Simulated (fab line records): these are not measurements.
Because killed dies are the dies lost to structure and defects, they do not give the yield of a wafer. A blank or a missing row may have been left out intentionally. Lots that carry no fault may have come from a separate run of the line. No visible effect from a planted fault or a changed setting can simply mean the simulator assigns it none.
Which tool did it? / flow nand-harc / 24 lots with 72 wafers sampled at 3 steps, on a route of 1302 steps

== WHAT THE GAUGES SHOWED, per wafer ==
NHARC_A_CONTACT_CD_MEAS_53. Usual: cd-nm 289.5 nm, standard deviation 0.76.
lot=L074; measured=day 21 21:01; on=cd-sem-01; cd-nm (nm)=288.7 287.7 288.3; flag=
lot=L075; measured=day 22 02:23; on=cd-sem-01; cd-nm (nm)=289.3 289.3 289.2; flag=
lot=L076; measured=day 22 03:34; on=cd-sem-03; cd-nm (nm)=290.2 289.6 289.6; flag=
lot=L079; measured=day 23 03:27; on=cd-sem-01; cd-nm (nm)=288.6 288.2 288.2; flag=
lot=L077; measured=day 23 04:07; on=cd-sem-03; cd-nm (nm)=290.0 289.4 289.9; flag=
lot=L080; measured=day 23 10:58; on=cd-sem-01; cd-nm (nm)=289.8 290.0 289.9; flag=
lot=L078; measured=day 23 11:01; on=cd-sem-03; cd-nm (nm)=290.8 291.0 290.5; flag=
lot=L081; measured=day 24 11:16; on=cd-sem-02; cd-nm (nm)=289.1 289.1 289.2; flag=
lot=L082; measured=day 24 15:13; on=cd-sem-02; cd-nm (nm)=289.4 289.0 289.3; flag=
lot=L083; measured=day 25 05:48; on=cd-sem-02; cd-nm (nm)=289.3 288.7 289.2; flag=
lot=L085; measured=day 25 20:40; on=cd-sem-01; cd-nm (nm)=289.7 290.0 290.3; flag=
lot=L084; measured=day 25 21:07; on=cd-sem-01; cd-nm (nm)=289.6 288.6 289.4; flag=
lot=L086; measured=day 26 14:02; on=cd-sem-03; cd-nm (nm)=288.5 288.8 288.9; flag=
lot=L087; measured=day 27 01:58; on=cd-sem-03; cd-nm (nm)=289.3 290.2 289.6; flag=
lot=L089; measured=day 27 13:25; on=cd-sem-03; cd-nm (nm)=289.2 289.4 289.2; flag=
lot=L088; measured=day 27 17:38; on=cd-sem-02; cd-nm (nm)=290.0 290.2 290.0; flag=
lot=L090; measured=day 28 13:20; on=cd-sem-03; cd-nm (nm)=290.0 290.1 289.7; flag=
lot=L091; measured=day 29 02:11; on=cd-sem-02; cd-nm (nm)=287.6 288.0 287.9; flag=
lot=L093; measured=day 29 04:02; on=cd-sem-03; cd-nm (nm)=289.6 289.9 289.8; flag=
lot=L092; measured=day 29 07:54; on=cd-sem-02; cd-nm (nm)=290.5 290.4 289.8; flag=
lot=L094; measured=day 29 23:05; on=cd-sem-02; cd-nm (nm)=290.2 289.7 289.4; flag=
lot=L095; measured=day 30 14:20; on=cd-sem-03; cd-nm (nm)=289.5 289.8 289.4; flag=
lot=L097; measured=day 31 07:22; on=cd-sem-03; cd-nm (nm)=289.5 289.4 289.4; flag=
lot=L096; measured=day 32 03:37; on=cd-sem-02; cd-nm (nm)=291.2 290.4 291.0; flag=

NHARC_A_CONTACT_OVL_MEAS_70. Usual: overlay-x-nm 0.0 nm, standard deviation 0.89; overlay-y-nm -0.1 nm, standard deviation 0.92.
lot=L074; measured=day 22 02:12; on=overlay-01; overlay-x-nm (nm)=1.1 0.8 0.0; overlay-y-nm (nm)=0.7 0.9 1.6; flag=
lot=L075; measured=day 22 07:24; on=overlay-02; overlay-x-nm (nm)=-0.7 -1.3 -0.7; overlay-y-nm (nm)=0.9 0.6 1.3; flag=
lot=L076; measured=day 22 08:32; on=overlay-02; overlay-x-nm (nm)=-2.4 -2.4 -2.4; overlay-y-nm (nm)=0.1 -0.2 0.0; flag=
lot=L079; measured=day 23 08:52; on=overlay-01; overlay-x-nm (nm)=-0.1 0.0 0.1; overlay-y-nm (nm)=0.1 0.0 0.2; flag=
lot=L077; measured=day 23 09:42; on=overlay-02; overlay-x-nm (nm)=0.4 0.2 -0.6; overlay-y-nm (nm)=0.3 -0.1 0.2; flag=
lot=L080; measured=day 23 16:07; on=overlay-02; overlay-x-nm (nm)=-0.2 0.2 -0.3; overlay-y-nm (nm)=-0.6 -0.7 -1.0; flag=
lot=L078; measured=day 23 15:52; on=overlay-01; overlay-x-nm (nm)=0.0 0.3 -0.3; overlay-y-nm (nm)=0.1 -0.2 -0.4; flag=
lot=L081; measured=day 24 17:16; on=overlay-01; overlay-x-nm (nm)=0.6 0.5 0.8; overlay-y-nm (nm)=-1.5 -1.6 -1.1; flag=
lot=L082; measured=day 24 20:06; on=overlay-02; overlay-x-nm (nm)=-0.8 -0.8 -0.8; overlay-y-nm (nm)=-0.5 -0.1 -0.4; flag=
lot=L083; measured=day 25 10:49; on=overlay-01; overlay-x-nm (nm)=0.5 0.7 0.3; overlay-y-nm (nm)=-0.1 0.7 0.1; flag=
lot=L085; measured=day 26 01:43; on=overlay-01; overlay-x-nm (nm)=-0.7 0.0 -0.2; overlay-y-nm (nm)=-1.0 -1.2 -1.3; flag=
lot=L084; measured=day 26 02:04; on=overlay-01; overlay-x-nm (nm)=0.0 0.2 0.1; overlay-y-nm (nm)=0.4 0.9 0.5; flag=
lot=L086; measured=day 26 23:58; on=overlay-02; overlay-x-nm (nm)=1.1 1.4 1.3; overlay-y-nm (nm)=-1.8 -1.7 -1.5; flag=
lot=L087; measured=day 27 09:56; on=overlay-01; overlay-x-nm (nm)=1.5 1.2 1.1; overlay-y-nm (nm)=1.2 1.0 1.2; flag=
lot=L089; measured=day 27 18:23; on=overlay-02; overlay-x-nm (nm)=1.1 1.1 0.7; overlay-y-nm (nm)=0.6 0.2 0.9; flag=
lot=L088; measured=day 27 22:50; on=overlay-01; overlay-x-nm (nm)=0.7 1.1 0.5; overlay-y-nm (nm)=0.0 -0.4 0.5; flag=
lot=L090; measured=day 28 18:35; on=overlay-01; overlay-x-nm (nm)=-0.4 -0.6 -0.6; overlay-y-nm (nm)=-2.2 -1.3 -2.3; flag=
lot=L091; measured=day 29 09:08; on=overlay-02; overlay-x-nm (nm)=0.3 0.6 0.3; overlay-y-nm (nm)=0.9 -0.1 0.6; flag=
lot=L093; measured=day 29 12:16; on=overlay-02; overlay-x-nm (nm)=-0.6 -0.7 -0.4; overlay-y-nm (nm)=0.2 -0.3 0.0; flag=
lot=L092; measured=day 29 14:07; on=overlay-01; overlay-x-nm (nm)=-1.9 -1.3 -1.1; overlay-y-nm (nm)=0.5 0.7 0.1; flag=
lot=L094; measured=day 30 04:35; on=overlay-02; overlay-x-nm (nm)=1.2 1.0 1.3; overlay-y-nm (nm)=-0.3 -0.4 0.1; flag=
lot=L095; measured=day 30 20:27; on=overlay-02; overlay-x-nm (nm)=-1.2 -0.9 -1.2; overlay-y-nm (nm)=-2.2 -1.2 -1.7; flag=
lot=L097; measured=day 31 12:19; on=overlay-02; overlay-x-nm (nm)=-0.3 0.3 0.1; overlay-y-nm (nm)=0.7 0.4 1.4; flag=
lot=L096; measured=day 32 12:44; on=overlay-02; overlay-x-nm (nm)=0.0 -0.5 -0.6; overlay-y-nm (nm)=-1.9 -1.5 -1.7; flag=

== WHAT TOOL EACH LOT RAN ON (gives the tool, then ch and the chambers of the sampled wafers, and finally the start) ==
lot=L074; NHARC_A_CONTACT_DEP_58=pecvd-01 ch 0,1,2, day 22 01:28
lot=L075; NHARC_A_CONTACT_DEP_58=pecvd-04 ch 1,2, day 22 06:43
lot=L076; NHARC_A_CONTACT_DEP_58=pecvd-03 ch 0,2, day 22 07:44
lot=L079; NHARC_A_CONTACT_DEP_58=pecvd-03 ch 1,2, day 23 08:03
lot=L077; NHARC_A_CONTACT_DEP_58=pecvd-04 ch 0,1,2, day 23 08:53
lot=L080; NHARC_A_CONTACT_DEP_58=pecvd-01 ch 1,2, day 23 15:18
lot=L078; NHARC_A_CONTACT_DEP_58=pecvd-04 ch 0,1,2, day 23 15:13
lot=L081; NHARC_A_CONTACT_DEP_58=pecvd-01 ch 1,2, day 24 16:28
lot=L082; NHARC_A_CONTACT_DEP_58=pecvd-04 ch 0,1,2, day 24 19:25
lot=L083; NHARC_A_CONTACT_DEP_58=pecvd-04 ch 0,1,2, day 25 10:01
lot=L085; NHARC_A_CONTACT_DEP_58=pecvd-01 ch 0,1,2, day 26 00:53
lot=L084; NHARC_A_CONTACT_DEP_58=pecvd-04 ch 0,2, day 26 01:25
lot=L086; NHARC_A_CONTACT_DEP_58=pecvd-04 ch 1,2, day 26 23:20
lot=L087; NHARC_A_CONTACT_DEP_58=pecvd-03 ch 1,2, day 27 09:15
lot=L089; NHARC_A_CONTACT_DEP_58=pecvd-03 ch 0,1, day 27 17:35
lot=L088; NHARC_A_CONTACT_DEP_58=pecvd-04 ch 0,2, day 27 22:02
lot=L090; NHARC_A_CONTACT_DEP_58=pecvd-04 ch 0,1,2, day 28 17:48
lot=L091; NHARC_A_CONTACT_DEP_58=pecvd-03 ch 0,1,2, day 29 08:23
lot=L093; NHARC_A_CONTACT_DEP_58=pecvd-04 ch 0,1,2, day 29 11:35
lot=L092; NHARC_A_CONTACT_DEP_58=pecvd-03 ch 0,1,2, day 29 13:19
lot=L094; NHARC_A_CONTACT_DEP_58=pecvd-03 ch 0,1,2, day 30 03:50
lot=L095; NHARC_A_CONTACT_DEP_58=pecvd-04 ch 0,2, day 30 19:39
lot=L097; NHARC_A_CONTACT_DEP_58=pecvd-01 ch 0,1,2, day 31 11:31
lot=L096; NHARC_A_CONTACT_DEP_58=pecvd-01 ch 0,1,2, day 32 11:55
- NHARC_A_CONTACT_DEP_58: deposits SiON, target thk 90 nm.

== WHAT THE TOOLS THEMSELVES READ (means of the sampled wafers that have a number; where no wafer has one, the mark that the record gives instead) ==
NHARC_A_CONTACT_DEP_58. Usual: heater-power-w 798 W, standard deviation 110.
lot=L074; tool=pecvd-01; heater-power-w (W)=719; flag=
lot=L075; tool=pecvd-04; heater-power-w (W)=869; flag=
lot=L076; tool=pecvd-03; heater-power-w (W)=908; flag=
lot=L079; tool=pecvd-03; heater-power-w (W)=871; flag=
lot=L077; tool=pecvd-04; heater-power-w (W)=780; flag=
lot=L080; tool=pecvd-01; heater-power-w (W)=735; flag=
lot=L078; tool=pecvd-04; heater-power-w (W)=815; flag=
lot=L081; tool=pecvd-01; heater-power-w (W)=787; flag=
lot=L082; tool=pecvd-04; heater-power-w (W)=849; flag=
lot=L083; tool=pecvd-04; heater-power-w (W)=848; flag=
lot=L085; tool=pecvd-01; heater-power-w (W)=708; flag=
lot=L084; tool=pecvd-04; heater-power-w (W)=790; flag=
lot=L086; tool=pecvd-04; heater-power-w (W)=863; flag=
lot=L087; tool=pecvd-03; heater-power-w (W)=778; flag=
lot=L089; tool=pecvd-03; heater-power-w (W)=746; flag=
lot=L088; tool=pecvd-04; heater-power-w (W)=899; flag=
lot=L090; tool=pecvd-04; heater-power-w (W)=864; flag=
lot=L091; tool=pecvd-03; heater-power-w (W)=810; flag=
lot=L093; tool=pecvd-04; heater-power-w (W)=837; flag=
lot=L092; tool=pecvd-03; heater-power-w (W)=809; flag=
lot=L094; tool=pecvd-03; heater-power-w (W)=832; flag=
lot=L095; tool=pecvd-04; heater-power-w (W)=836; flag=
lot=L097; tool=pecvd-01; heater-power-w (W)=785; flag=
lot=L096; tool=pecvd-01; heater-power-w (W)=737; flag=

== THE ANSWER, worked out from the rows above alone ==
Rule: a lot counts as off when the mean over its wafers that have a number is more than 3 standard deviations away from the usual mean. A lot without any number at a reading at which 4 lots or more have one is off too. Any other lot the step has rows for is counted as sound. Order of review: gauges by route order, followed by the tools' own readings, for which a lot's mean as printed above is used. At the first step where some lot is off, the reading lying furthest off is the one used; lots without a number count as furthest.
None of the lots is off at any reading shown; this tells nothing.

== WHAT THE SIMULATOR HAD PUT IN ==
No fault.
